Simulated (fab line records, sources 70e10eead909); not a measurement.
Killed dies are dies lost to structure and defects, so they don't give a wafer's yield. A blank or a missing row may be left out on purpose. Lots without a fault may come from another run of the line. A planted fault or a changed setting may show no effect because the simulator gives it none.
fab line records | flow nand_harc
record lots=6 wafers=18 last_day=33
route steps=1302 shown A_CHANNEL_HOLE_D1@455 END@1302
lots that met no fault: from a run of the same line without faults
start_h: hours from the record's first day to the start of the lot's first wafer shown | wait_h: hours since the lot's step before | " the same as in the row above | L1.1+2: a row that stands for several wafers | - no value, or no start given | * or withheld: withheld | < > ~ a bound
route shown NAME@n: a module of which the file shows steps, and the number in the route of the first | usual: mean/standard deviation of fault-free wafers | same: alike in all rows | chamber/n: place in a boat | sites: the reading at each site | _std_site: their standard deviation | _edge_site: outer sites' mean less inner sites' | radius_mm: how far each site lies from the wafer's centre | mask NAME#n: copy n | behind: the tool/chamber that last shaped the wafer | hold: why the lot was held/for how many hours/how that ended | device: the transistor (n, p or np) that didn't switch | end of line: the same wafers' tests at the end of the route | a step without rows: its recipe alone | killed: dies lost to structure and defects at the first sort, not the wafer's yield | map: a wafer's dies, x killed, . not, _ none there
set.NAME: the setting as run; set.NAME@STEP: as run at that earlier step | model.NAME: the simulator's own value behind a step, which no gauge read
lots at some steps of the route; a table a step, a row a wafer
services: from which hour (start_h, from the record's first day; less than 0 if before it) a tool's chamber was out of use, for how many hours, and why
## steps
# step NHARC_A_CHANNEL_HOLE_D1_COAT_37
# recipe temp_c=225 time_s=65
# step NHARC_A_CHANNEL_HOLE_D1_COAT_04
# recipe spin_rpm=1500 resist_thk_nm=90
# step NHARC_A_CHANNEL_HOLE_D1_SOFTBAKE_05
# recipe temp_c=105 time_s=55
# step NHARC_A_CHANNEL_HOLE_D1_EBR_06
# step NHARC_A_CHANNEL_HOLE_D1_EXPOSE_07
# recipe na=1.35 target_cd_nm=100 sigma_outer=0.3 dose_mj=59.65 mask_id=HOLE_D1
# step NHARC_A_CHANNEL_HOLE_D1_PEB_08
# recipe peb_temp_c=100 peb_time_s=65
# step NHARC_A_CHANNEL_HOLE_D1_DEVELOP_09
# recipe develop_time_s=35 dev_temp_c=23
# step NHARC_A_CHANNEL_HOLE_D1_CD_MEAS_10
# recipe target_cd_nm=100 landing_energy_ev=500
# usual cd_nm=100.1/0.41
# columns lot.wafer tool chamber start_h wait_h cd_nm
L205.1 cd_sem-03 0 183.53 - 99.5
L205.4 " 0 " " 99.5
L205.5 " 0 " " 100.3
L206.1 cd_sem-03 0 195.23 - 99.6
L206.4 " 0 " " 100.8
L206.6 " 0 " " 99.9
L208.1 cd_sem-02 0 212.03 - 100.2
L208.3 " 0 " " 99.7
L208.6 " 0 " " 100.0
L211.3 cd_sem-02 0 239.02 - 99.6
L211.5 " 0 " " 100.1
L211.6 " 0 " " 99.7
L223.2 cd_sem-01 0 370.20 - 99.9
L223.3 " 0 " " 99.9
L223.5 " 0 " " 100.6
L226.1 cd_sem-02 0 393.52 - 100.7
L226.3 " 0 " " 101.3
L226.6 " 0 " " 100.9
# step NHARC_A_CHANNEL_HOLE_D1_OVL_MEAS_11
# usual overlay_x_nm=-0.2/0.92 overlay_y_nm=0.3/0.96
# columns lot.wafer tool chamber start_h wait_h overlay_x_nm overlay_y_nm
L205.1 overlay-01 - 183.61 - -0.5 1.2
L205.4 " - " " -0.1 1.3
L205.5 " - " " 0.1 1.2
L206.1 overlay-01 - 195.32 - -1.6 0.9
L206.4 " - " " -1.7 0.5
L206.6 " - " " -1.4 0.4
L208.1 overlay-01 - 212.12 - -0.3 1.5
L208.3 " - " " -0.4 1.2
L208.6 " - " " -0.3 1.1
L211.3 overlay-01 - 239.11 - 0.1 -0.6
L211.5 " - " " -0.5 -0.9
L211.6 " - " " -0.2 -0.9
L223.2 overlay-01 - 370.28 - -0.3 0.3
L223.3 " - " " -0.7 0.7
L223.5 " - " " -0.8 0.4
L226.1 overlay-02 - 393.61 - -1.1 -1.3
L226.3 " - " " -0.7 -1.3
L226.6 " - " " -1.1 -1.3
# step NHARC_A_CHANNEL_HOLE_D1_INSPECT_12
# usual raw_defect_count=5.7/3
# columns lot.wafer tool chamber start_h wait_h raw_defect_count
L205.1 defect_inspect-02 - 183.65 0.0 7
L205.4 " - " " 5
L205.5 " - " " 0
L206.1 defect_inspect-01 - 195.35 0.0 4
L206.4 " - " " 4
L206.6 " - " " 6
L208.1 defect_inspect-02 - 212.15 0.0 2
L208.3 " - " " 4
L208.6 " - " " 2
L211.3 defect_inspect-01 - 239.14 0.0 4
L211.5 " - " " 2
L211.6 " - " " 4
L223.2 defect_inspect-01 - 370.32 0.0 8
L223.3 " - " " 7
L223.5 " - " " 8
L226.1 defect_inspect-01 - 393.64 0.0 5
L226.3 " - " " 1
L226.6 " - " " 7
# step NHARC_A_CHANNEL_HOLE_D1_DESCUM_15
# recipe time_s=3 o2_flow_sccm=200 ar_flow_sccm=0 bias_power_w=0 chemistry=O2
# usual drypump_motor_current_A=5.7/0.57 oes_product_au=1.001/0.0084 rf_vpp_V=57.8/0.94 showerhead_plenum_p_Torr=1.92/0.093 throttle_valve_pct=11.310/0.01
# columns lot.wafer tool chamber start_h wait_h drypump_motor_current_A oes_product_au rf_hours_counter_h rf_vpp_V showerhead_plenum_p_Torr throttle_valve_pct
L205.4 rie_diel-09 0 183.71 0.1 5.0 1.005 2 57.3 1.91 11.302
L205.1 " 3 " " 5.2 0.994 3 58.9 2.06 11.299
L205.5 " 0 " " 5.0 0.991 - 58.9 1.91 11.315
L206.4 rie_diel-09 1 195.41 0.1 6.6 0.998 3 57.4 1.79 11.338
L206.1 " 2 " " 6.1 1.003 4 58.7 1.91 11.306
L206.6 " 1 " " 6.6 0.997 - 57.6 1.79 11.310
L208.1 rie_diel-13 3 212.22 0.1 5.8 0.993 10 57.8 1.84 11.293
L208.3 " 1 " " 5.2 1.001 11 58.0 1.99 11.306
L208.6 " 3 " " 5.8 0.998 - 58.4 1.84 11.298
L211.3 rie_diel-09 3 239.23 0.1 5.3 1.001 8 57.1 2.06 11.303
L211.5 " 0 " " 5.0 1.000 - 58.6 1.91 11.305
L211.6 " 1 " " 6.6 1.003 - 56.5 1.79 11.309
L223.3 rie_diel-09 0 370.46 0.1 5.0 1.010 3 58.6 1.90 11.303
L223.2 " 1 " " 6.6 1.002 3 57.7 1.79 11.321
L223.5 " 1 " " 6.6 1.004 - 57.6 1.79 11.302
L226.3 rie_diel-09 2 393.71 0.1 6.1 1.013 5 56.1 1.90 11.310
L226.1 " 3 " " 5.2 0.998 5 58.5 2.05 11.316
L226.6 " 3 " " 5.2 0.998 - 59.1 2.05 11.307
# step NHARC_A_CHANNEL_HOLE_D1_ETCH_38
# recipe target_depth_a=390 over_etch_frac=0.3 time_s=65 ion_energy_ev=80 cf4_flow_sccm=150 ar_flow_sccm=0 rf_w=300 bias_w=100 chemistry=CF4
# usual cf4_flow_sccm=150.0/0.43 drypump_motor_current_A=5.8/0.57 oes_product_au=1.000/0.0086 rf_vpp_V=151.3/1.2 run_length_s=86.33/0.28 showerhead_plenum_p_Torr=1.77/0.08 throttle_valve_pct=13.284/0.0088
# columns lot.wafer tool chamber start_h wait_h cf4_flow_sccm drypump_motor_current_A oes_product_au rf_hours_counter_h rf_vpp_V run_length_s showerhead_plenum_p_Torr throttle_valve_pct
L205.1 rie_diel-09 1 183.80 0.1 149.4 6.6 0.990 3 150.6 86.45 1.66 13.289
L205.4 " 2 " " 150.3 6.1 0.986 3 150.7 86.14 1.77 13.289
L205.5 " 1 " " 150.0 6.6 0.991 - 151.5 86.51 1.66 13.265
L206.1 rie_diel-09 2 195.51 0.1 150.6 6.1 0.987 4 151.2 86.20 1.77 13.288
L206.4 " 0 " " 149.4 5.0 1.002 3 150.6 86.22 1.76 13.283
L206.6 " 2 " " 150.3 6.1 0.989 - 149.6 86.10 1.77 13.274
L208.3 rie_diel-13 3 212.31 0.1 150.1 5.8 1.008 10 149.9 86.39 1.71 13.266
L208.1 " 0 " " 151.0 6.4 1.002 11 151.5 86.27 1.77 13.296
L208.6 " 2 " " 150.3 6.0 0.991 - 150.7 85.88 1.89 13.280
L211.3 rie_diel-09 1 239.30 0.1 150.5 6.6 0.992 8 149.7 86.44 1.66 13.280
L211.6 " 3 " " 149.4 5.3 0.991 - 152.8 86.34 1.89 13.300
L211.5 " 0 " " 149.9 5.0 1.011 - 150.6 86.29 1.76 13.294
L223.2 rie_diel-09 3 370.55 0.1 149.9 5.2 0.986 3 152.1 86.75 1.89 13.287
L223.3 " 1 " " 150.0 6.6 1.012 3 150.4 86.39 1.66 13.291
L223.5 " 3 " " 150.4 5.2 0.997 - 152.4 86.42 1.89 13.285
L226.3 rie_diel-09 3 393.79 0.1 150.6 5.2 1.000 5 152.4 86.27 1.89 13.281
L226.1 " 2 " " 149.6 6.1 1.017 5 151.5 86.41 1.76 13.293
L226.6 " 0 " " 149.9 5.0 1.009 - 151.5 86.20 1.76 13.279
# step NHARC_A_CHANNEL_HOLE_D1_ETCH_39
# recipe target_depth_a=2600 over_etch_frac=0.3 time_s=325 ion_energy_ev=200 n2_flow_sccm=150 h2_flow_sccm=150 ar_flow_sccm=0 rf_w=400 bias_w=150 chemistry=N2/H2
# usual drypump_motor_current_A=5.8/0.56 n2_flow_sccm=150.0/0.45 oes_product_au=0.999/0.0081 rf_vpp_V=430.8/2.9 run_length_s=346.3/0.3 showerhead_plenum_p_Torr=2.05/0.1 throttle_valve_pct=14.173/0.0091
# columns lot.wafer tool chamber start_h wait_h drypump_motor_current_A n2_flow_sccm oes_product_au rf_hours_counter_h rf_vpp_V run_length_s showerhead_plenum_p_Torr throttle_valve_pct
L205.4 rie_diel-09 2 183.89 - 6.1 149.8 0.993 3 430.5 346.3 2.04 14.180
L205.1 " 0 " " 5.0 149.4 1.007 3 429.6 346.3 2.03 14.181
L205.5 " 2 " " 6.1 149.4 0.997 - 430.7 346.2 2.04 14.169
L206.4 rie_diel-09 3 195.62 - 5.2 150.5 0.982 4 434.4 346.3 2.20 14.167
L206.1 " 0 " " 5.0 150.7 1.002 3 431.0 346.4 2.03 14.178
L206.6 " 2 " " 6.1 149.3 0.980 - 429.7 346.7 2.03 14.161
L208.3 rie_diel-13 2 212.42 - 6.0 150.1 1.003 10 434.8 346.0 2.20 14.177
L208.1 " 3 " " 5.8 150.2 0.998 10 429.1 346.0 1.96 14.163
L208.6 " 1 " " 5.3 149.8 0.992 - 431.8 345.9 2.12 14.177
L211.3 rie_diel-09 0 239.45 - 5.0 150.7 1.014 8 431.6 346.5 2.03 14.182
L211.5 " 1 " " 6.6 150.6 0.996 - 426.3 346.8 1.91 14.187
L211.6 " 2 " " 6.1 150.9 0.993 - 431.2 346.2 2.03 14.163
L223.2 rie_diel-09 0 370.64 - 5.0 150.6 1.015 3 430.4 277.7 2.03 14.178
L223.3 " 2 " " 6.1 150.6 1.002 3 430.9 278.0 2.03 14.176
L223.5 " 0 " " 5.0 150.3 1.007 - 430.1 277.5 2.03 14.183
L226.1 rie_diel-09 0 393.90 - 5.0 150.0 1.012 5 429.4 278.0 2.03 14.175
L226.3 " 2 " " 6.1 150.1 1.007 5 429.4 277.7 2.03 14.180
L226.6 " 0 " " 5.0 150.1 1.009 - 430.9 277.8 2.03 14.187
# step NHARC_A_CHANNEL_HOLE_D1_ETCH_34
# recipe target_depth_a=1540 time_s=77 cf4_flow_sccm=100 chf3_flow_sccm=30 ar_flow_sccm=0 rf_w=500 bias_w=200 chemistry=CF4/CHF3
# usual cf4_flow_sccm=100.0/0.33 drypump_motor_current_A=5.8/0.56 oes_product_au=0.948/0.025 rf_vpp_V=370.8/2.6 run_length_s=98.3/0.32 showerhead_plenum_p_Torr=1.58/0.071 throttle_valve_pct=16.803/0.0095
# columns lot.wafer tool chamber start_h wait_h cf4_flow_sccm drypump_motor_current_A oes_product_au rf_hours_counter_h rf_vpp_V run_length_s showerhead_plenum_p_Torr throttle_valve_pct
L205.4 rie_diel-09 3 - - 99.5 5.2 0.962 3 375.4 98.2 1.69 16.788
L205.1 " 0 " " 100.1 5.0 0.965 3 370.3 98.1 1.57 16.814
L205.5 " 2 " " 100.1 6.1 0.966 - 370.3 98.0 1.57 16.814
L206.1 rie_diel-09 1 - - 99.9 6.6 0.959 3 368.5 98.9 1.48 16.811
L206.4 " 3 " " 99.9 5.3 0.971 4 374.7 98.3 1.69 16.812
L206.6 " 1 " " 99.8 6.6 0.969 - 367.0 98.9 1.48 16.809
L208.1 rie_diel-13 0 - - 100.0 6.4 0.957 11 370.6 98.9 1.58 16.796
L208.3 " 3 " " 99.9 5.8 0.953 10 368.6 97.8 1.52 16.803
L208.6 " 0 " " 99.8 6.4 0.961 - 372.3 98.2 1.58 16.800
L211.3 rie_diel-09 3 - - 99.8 5.2 0.925 8 376.1 98.2 1.69 16.812
L211.6 " 2 " " 99.4 6.1 0.912 - 370.4 98.3 1.57 16.794
L211.5 " 3 " " 100.4 5.2 0.926 - 374.3 98.8 1.69 16.795
L223.3 rie_diel-09 0 - - 100.2 5.0 0.973 3 369.8 98.4 1.57 16.808
L223.2 " 3 " " 100.2 5.2 0.976 3 373.5 98.2 1.68 16.813
L223.5 " 0 " " 100.2 5.0 0.971 - 368.8 98.1 1.57 16.831
L226.1 rie_diel-09 2 - - 99.7 6.1 0.939 6 370.5 98.1 1.57 16.800
L226.3 " 1 " " 99.8 6.6 0.938 5 369.1 98.6 1.48 16.790
L226.6 " 2 " " 99.8 6.1 0.931 - 369.5 98.2 1.57 16.825
# step NHARC_END_SORT_01
# recipe temp_c=25
# usual killed_at_array=61/22 killed_at_other=0.8/1 killed_at_periphery=3.8/2.3 killed_dies=66/22 killed_open=3.2/1.9 killed_short=2.8/1.8
# same gross_dies=677
# columns lot.wafer tool chamber start_h wait_h killed_at_array killed_at_other killed_at_periphery killed_dies killed_open killed_short
L205.1 prober-01 0 582.01 2.4 19 0 6 25 1 1
L205.4 prober-01 0 584.43 3.4 23 1 4 28 6 2
L205.5 prober-01 0 585.23 3.7 17 1 1 19 5 0
L211.3 prober-01 0 624.92 3.1 85 0 1 86 1 0
L211.5 prober-01 0 626.50 3.7 87 0 2 89 2 2
L211.6 prober-01 0 627.29 3.9 69 1 2 72 3 3
L223.2 prober-02 0 743.39 2.8 27 2 2 31 0 2
L223.5 prober-02 0 745.75 3.7 37 0 5 42 5 4
L226.3 prober-02 0 777.91 3.1 56 0 5 61 2 1
# killed by level:class
L205.1 A_CONTACT:chamber_film_flake=7 A_CHANNEL_HOLE_D2:chamber_film_flake=6 P_M1:chamber_film_flake=2 A_M1:chamber_film_flake=2 P_M0:geometric_particle:open=1 A_BLC:geometric_particle:short=1 P_ZERO_WELL:chamber_film_flake=1 P_CONTACT:chamber_film_flake=1
L205.4 A_CHANNEL_HOLE_D2:chamber_film_flake=12 P_M0:geometric_particle:open=2 A_CHANNEL_FILL_D1:geometric_particle:open=2 A_CHANNEL_HOLE_D1:chamber_film_flake=2 A_STAIRCASE:chamber_film_flake=2 P_CONTACT:geometric_particle:open=1 A_CHANNEL_FILL_D1:geometric_particle:short=1 A_DECK1_JOINT:geometric_particle:short=1
L205.5 A_CHANNEL_HOLE_D2:chamber_film_flake=7 A_CHANNEL_FILL_D1:geometric_particle:open=3 A_CHANNEL_HOLE_D1:chamber_film_flake=2 A_M0:geometric_particle:open=1 P_M2:chamber_film_flake=1 STARTING-WAFER:geometric_particle:open=1 A_CHANNEL_FILL_D1:chamber_film_flake=1 A_STAIRCASE:chamber_film_flake=1
L211.3 A_CHANNEL_HOLE_D1:chamber_film_flake=36 A_SLIT:chamber_film_flake=30 A_CHANNEL_HOLE_D2:chamber_film_flake=9 A_CONTACT:chamber_film_flake=4 A_WL_FILL:chamber_film_flake=2 A_M1:chamber_film_flake=2 P_CONTACT:geometric_particle:open=1 A_DECK1_JOINT:chamber_film_flake=1
L211.5 A_CHANNEL_HOLE_D1:chamber_film_flake=36 A_SLIT:chamber_film_flake=32 A_M1:chamber_film_flake=5 A_CHANNEL_HOLE_D2:chamber_film_flake=4 A_CONTACT:chamber_film_flake=3 A_STAIRCASE:chamber_film_flake=2 A_ONON_D1:geometric_particle:open=1 A_DECK1_JOINT:geometric_particle:short=1
L211.6 A_CHANNEL_HOLE_D1:chamber_film_flake=35 A_SLIT:chamber_film_flake=14 A_CONTACT:chamber_film_flake=5 A_CHANNEL_HOLE_D2:chamber_film_flake=3 A_CHANNEL_FILL_D2:geometric_particle:open=2 A_CHANNEL_FILL_D1:chamber_film_flake=2 A_STAIRCASE:chamber_film_flake=2 A_ONON_D1:geometric_particle:short=1
L223.2 A_CHANNEL_HOLE_D1:chamber_film_flake=9 A_SLIT:chamber_film_flake=6 A_CONTACT:chamber_film_flake=4 A_DECK1_JOINT:chamber_film_flake=2 A_STAIRCASE:chamber_film_flake=2 THIN_TSV:chamber_film_flake=2 A_CHANNEL_FILL_D1:geometric_particle:short=1 A_CHANNEL_HOLE_D2:geometric_particle:short=1
L223.5 A_CHANNEL_HOLE_D1:chamber_film_flake=10 A_CONTACT:chamber_film_flake=9 A_SLIT:chamber_film_flake=6 A_CHANNEL_HOLE_D1:area_etch=3 P_GATE:geometric_particle:open=2 P_CONTACT:geometric_particle:short=1 P_M2:geometric_particle:open=1 A_ONON_D1:geometric_particle:short=1
L226.3 A_SLIT:chamber_film_flake=22 A_CHANNEL_HOLE_D1:chamber_film_flake=16 A_CONTACT:chamber_film_flake=13 P_GATE:chamber_film_flake=2 P_STI:geometric_particle:short=1 P_GATE:geometric_particle:open=1 A_SOURCE_PLATE:geometric_particle:open=1 P_STI:chamber_film_flake=1
## services
# columns tool chamber start_h hours kind
rie_diel-13 - 165.22 9.0 pm
rie_diel-09 0 176.61 - clean
rie_diel-09 1 176.61 - clean
rie_diel-09 2 176.61 - clean
rie_diel-09 3 176.61 - clean
rie_diel-09 0 201.11 - clean
rie_diel-09 1 201.11 - clean
rie_diel-09 2 201.11 - clean
rie_diel-09 3 201.11 - clean
rie_diel-09 0 225.61 - clean
rie_diel-09 1 225.61 - clean
rie_diel-09 2 225.61 - clean
rie_diel-09 3 225.61 - clean
rie_diel-13 0 249.69 2.7 repair
rie_diel-09 0 250.11 - clean
rie_diel-09 1 250.11 - clean
rie_diel-09 2 250.11 - clean
rie_diel-09 3 250.11 - clean
rie_diel-13 0 258.78 4.7 repair
rie_diel-13 3 262.69 16.8 repair
rie_diel-13 1 283.02 23.5 repair
rie_diel-09 2 286.83 1.6 repair
rie_diel-09 - 320.10 9.0 pm
rie_diel-13 - 344.48 9.0 pm
## key
first_sign step=NHARC_A_CHANNEL_HOLE_D1_ETCH_39 reading=run_length_s direction=down sigmas=99+ usual=* struck=*
effect none on later readings
met_at NHARC_A_CHANNEL_HOLE_D1_ETCH_39
struck_wafers L223.2,L223.3,L223.5,L226.1,L226.3,L226.6
tester_left_out L223,L226
onset_between 239.45 370.64
fault kind=process_parameter_drift tool=rie_diel-09 chamber=- onset_h=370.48 steps=NHARC_A_CHANNEL_HOLE_D1_ETCH_39 channel=time_s offset=* shape=step end_h=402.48 acts_in=* stated=*
# tester_left_out: of these lots the tester's yield and bins aren't shown, on N5 and GAA mostly nor the transistor test; their killed dies are dies lost to structure and defects alone, not to doping, threshold or leakage, so they don't give the yield
